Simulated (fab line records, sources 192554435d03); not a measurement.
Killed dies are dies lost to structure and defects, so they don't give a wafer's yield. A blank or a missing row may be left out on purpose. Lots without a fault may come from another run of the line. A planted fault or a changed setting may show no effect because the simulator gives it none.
Split-lot experiment | flow n5_finfet | 7 lots, 21 wafers read, on a route of 1938 steps

THE SPLIT
At N5_PASSIVATION_VIA_ETCH_13 (etches SiO2 in CHF3/O2, target depth 660 nm, time 330 s), the setting bias_w was moved away from the recipe's 170 W on 9 of the 21 wafers read, by -15.1% to +16.3%. The other wafers ran this setting at the recipe's value.

The reading is taken at the split's own step.

THE READING
rf_vpp_V, in V, at N5_PASSIVATION_VIA_ETCH_13 (etches SiO2 in CHF3/O2, target depth 660 nm, time 330 s). Fault-free wafers of this fab line usually give 521 V, standard deviation 6 V.

wafer  | tool, chamber at the split | bias_w as run, W | against the recipe | rf_vpp_V, V | against lot-mates on the recipe
L081.3 | rie_diel-01, 2             | 189              | +11.2%             | 576         | +59
L081.4 | rie_diel-01, 0             | 189              | +11.2%             | 564         | +47
L081.6 | rie_diel-01, 0             | 170              | recipe             | 517         | -
L083.2 | rie_diel-06, 2             | 144.3            | -15.1%             | 456         | -62
L083.4 | rie_diel-06, 3             | 170              | recipe             | 525         | -
L083.6 | rie_diel-06, 1             | 170              | recipe             | 512         | -
L087.2 | rie_diel-01, 0             | 179              | +5.3%              | 538         | +23
L087.5 | rie_diel-01, 2             | 179              | +5.3%              | 551         | +36
L087.6 | rie_diel-01, 3             | 170              | recipe             | 515         | -
L088.1 | rie_diel-03, 3             | 170              | recipe             | 516         | -
L088.3 | rie_diel-03, 1             | 170              | recipe             | 530         | -
L088.5 | rie_diel-03, 0             | 170              | recipe             | 527         | -
L095.2 | rie_diel-06, 3             | 170              | recipe             | 525         | -
L095.3 | rie_diel-06, 1             | 155.4            | -8.6%              | 476         | -49
L095.4 | rie_diel-06, 2             | 155.4            | -8.6%              | 485         | -40
L097.3 | rie_diel-03, 1             | 170              | recipe             | 530         | -
L097.5 | rie_diel-03, 0             | 170              | recipe             | 528         | -
L097.6 | rie_diel-03, 3             | 170              | recipe             | 515         | -
L089.1 | rie_diel-06, 2             | 197.7            | +16.3%             | 588         | +63
L089.2 | rie_diel-06, 1             | 197.7            | +16.3%             | 578         | +53
L089.5 | rie_diel-06, 0             | 170              | recipe             | 525         | -

THE FIT
A straight line over all 21 wafers: rf_vpp_V changes by +4.16 V for each +1% of bias_w; r = +0.98; the points scatter about the line by 6.8 V.
The same after taking each lot's own level away (the mean of its wafers on the recipe; 21 wafers): +4.22 V for each +1%; r = +0.97; scatter 7.6 V.
On that fit, the largest move of bias_w shifts the reading by 69 V.
The lots' own levels span 515.0 to 525.0 V, that is 1.7 times the standard deviation above.
So the lot-to-lot level changes the slope little: the two slopes agree.
Check: with one of the wafers moved furthest among these (+16.3%) left out of the fit, the line predicts +69.8 V for it against its lot-mates. It came out at +63 V against them.
Tool readings at the split's step, against how far the setting was moved: etch_rf_on_time_s r = -0.85; rf_vpp_V r = +0.98.

OTHER SPLITS ON THESE WAFERS
These wafers also went through other splits before the reading. Each is held against what the fit with the lots' levels taken away leaves over:
other split on the same wafers    | wafers away from the commonest value | r with rf_vpp_V (lot level and that fit taken away)
N5_BEOL_M11_ETCH_66 time_s        | 6                                    | +0.24
N5_BEOL_M13_COAT_66 spin_rpm      | 6                                    | +0.27
N5_BEOL_M14_TRENCH_ETCH_34 bias_w | 9                                    | +0.07
N5_BEOL_M15_SPUTTER_43 time_s     | 4                                    | +0.22

THE WHOLE CHAIN: every reading that the file lists as answering this split, in the file's order
step                       | what it does                                            | reading           | change (the file's fit)              | r (the file's)
N5_PASSIVATION_VIA_ETCH_13 | etches SiO2 in CHF3/O2, target depth 660 nm, time 330 s | etch_rf_on_time_s | withheld for each +1% of the setting | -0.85
N5_PASSIVATION_VIA_ETCH_13 | etches SiO2 in CHF3/O2, target depth 660 nm, time 330 s | rf_vpp_V          | +4.19 V for each +1% of the setting  | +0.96

THE FILE'S OWN FIT
rf_vpp_V changes by +4.19 V for each +1% of bias_w, r = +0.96.
